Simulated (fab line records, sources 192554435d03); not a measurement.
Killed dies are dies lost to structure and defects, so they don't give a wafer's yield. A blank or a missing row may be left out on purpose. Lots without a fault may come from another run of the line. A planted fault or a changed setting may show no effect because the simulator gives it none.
A struck lot beside a sound one | flow n5_finfet | 15 steps out of a route of 1938
Sound: wafers L335.1, L335.2, L335.5. Struck: wafers L347.1, L347.3. (L347.5 of the same lot was not struck and is left out.) The cause comes at the end.
At each step with rows: each side's tool, then ch and its chambers, then its first start. Under that, the readings that differ: sound wafers | struck wafers | difference of the means | sigmas: that difference in standard deviations of wafers without a fault.
alike: readings whose means differ by less than 2 such deviations, and words and numbers that are the same on both sides. not compared: withheld readings, readings that some wafer has no value for, bounds like >300 that may hide the same value, and numbers for which the record gives no deviation and whose values overlap.
The two part at a step that has a row with sigmas, a row that says differs or no value, or rows on one side only. Numbers that don't overlap but have no deviation are shown without sigmas and don't part them. A reading that every wafer of one side lacks parts them only if that side has two wafers or more.

N5_HKMG_FIN_INSPECT_61: inspects for defects (macro).
  sound on defect_inspect-01, day 4 10:33; struck on defect_inspect-01, day 7 11:33
  alike: raw_defect_count
then, 1 step without rows for these wafers: N5_HKMG_FIN_DESCUM_53 (chemistry O2, time 7.9 s).
N5_HKMG_FIN_ETCH_54: etches SiARC in CF4, target depth 45.5 nm, time 75.8 s.
  sound on rie_diel-01 ch 2,3, day 4 10:49; struck on rie_diel-01 ch 0,1, day 7 11:37
  alike: drypump_motor_current_A, etch_rf_on_time_s, oes_product_au, rf_vpp_V, showerhead_plenum_p_Torr, throttle_valve_pct
  not compared: rf_hours_counter_h
N5_HKMG_FIN_ETCH_55: etches SOC in N2/H2, target depth 240 nm, time 300 s.
  sound on rie_diel-01 ch 2,3, day 4 10:53; struck on rie_diel-01 ch 0,1, day 7 11:41
  alike: drypump_motor_current_A, oes_product_au, rf_vpp_V, showerhead_plenum_p_Torr, throttle_valve_pct
  not compared: rf_hours_counter_h
then, 2 steps without rows for these wafers: N5_HKMG_FIN_STRIP_56 (strips in N2/H2); N5_HKMG_FIN_STRIP_57 (strips in CF4).
N5_HKMG_FIN_ETCH_58: etches SOC in N2/H2, target depth 215.8 nm, time 741 s.
  sound on rie_diel-01 ch 2,3, day 4 11:05; struck on rie_diel-01 ch 0,1, day 7 11:53
  alike: drypump_motor_current_A, oes_product_au, rf_vpp_V, showerhead_plenum_p_Torr, throttle_valve_pct
  not compared: rf_hours_counter_h
then, 2 steps without rows for these wafers: N5_HKMG_FIN_STRIP_93 (strips SOC in N2/H2, time 20 s); N5_HKMG_FIN_WET_ETCH_76 (etches Al2O3 in dNH4OH, stops on La2O3, target depth 2.25 nm, rinse time 30 s).
N5_HKMG_FIN_STRIP_60: strips in N2/H2, time 360 s.
  sound on plasma_asher-01 ch 0,1, day 4 11:40; struck on plasma_asher-02 ch 0,1, day 7 12:28
  alike: drypump_motor_current_A, heater_power_w
  not compared: rf_hours_counter_h
then, 2 steps without rows for these wafers: N5_HKMG_FIN_WET_ETCH_77 (etches La2O3 in dHCl, stops on HfO2, target depth 2 nm); N5_HKMG_FIN_WET_ETCH_78 (etches Al2O3 in dNH4OH, stops on La2O3, target depth 4.5 nm, rinse time 30 s).
N5_HKMG_FIN_ALD_79: deposits TiN, target thk 1.5 nm, pulse time 1 s, purge time 3 s.
  sound on ald_metal-03 ch 0,2,3, day 4 12:09; struck on ald_metal-01 ch 2,3, day 7 12:58
  reading                      | sound | struck        | difference | sigmas
  co_reactant_pulse_time_s (s) | 2 2 2 | 1.8436 1.8436 | -0.1564    |
  alike: heater_power_w, precursor_pulse_height_rel
N5_HKMG_FIN_CVD_62: deposits a-Si from Si2H6, target thk 3 nm, time 20.8 s.
  sound on thermal_cvd_si-02 ch 0,1,2, day 4 12:31; struck on thermal_cvd_si-02 ch 1, day 7 13:19
  alike: heater_power_w
-- the record jumps here: 4 days lie between the struck wafers' starts before and after (it left off in module HKMG_FIN and takes up again in module BEOL_M4, whose first step shown is number 1111 of the route) --
N5_BEOL_M4_RC_MEAS_101:
  sound on prober-01 ch 0, day 8 15:10; struck on prober-02 ch 0, day 11 18:33
  alike: DIBL_N, DIBL_P, IOFF_N, IOFF_P, ION_N, ION_P, SS_N, SS_P, VT_N, VT_P

WHERE THEY PART
Nowhere in this record.

WHY: what the simulator had put in
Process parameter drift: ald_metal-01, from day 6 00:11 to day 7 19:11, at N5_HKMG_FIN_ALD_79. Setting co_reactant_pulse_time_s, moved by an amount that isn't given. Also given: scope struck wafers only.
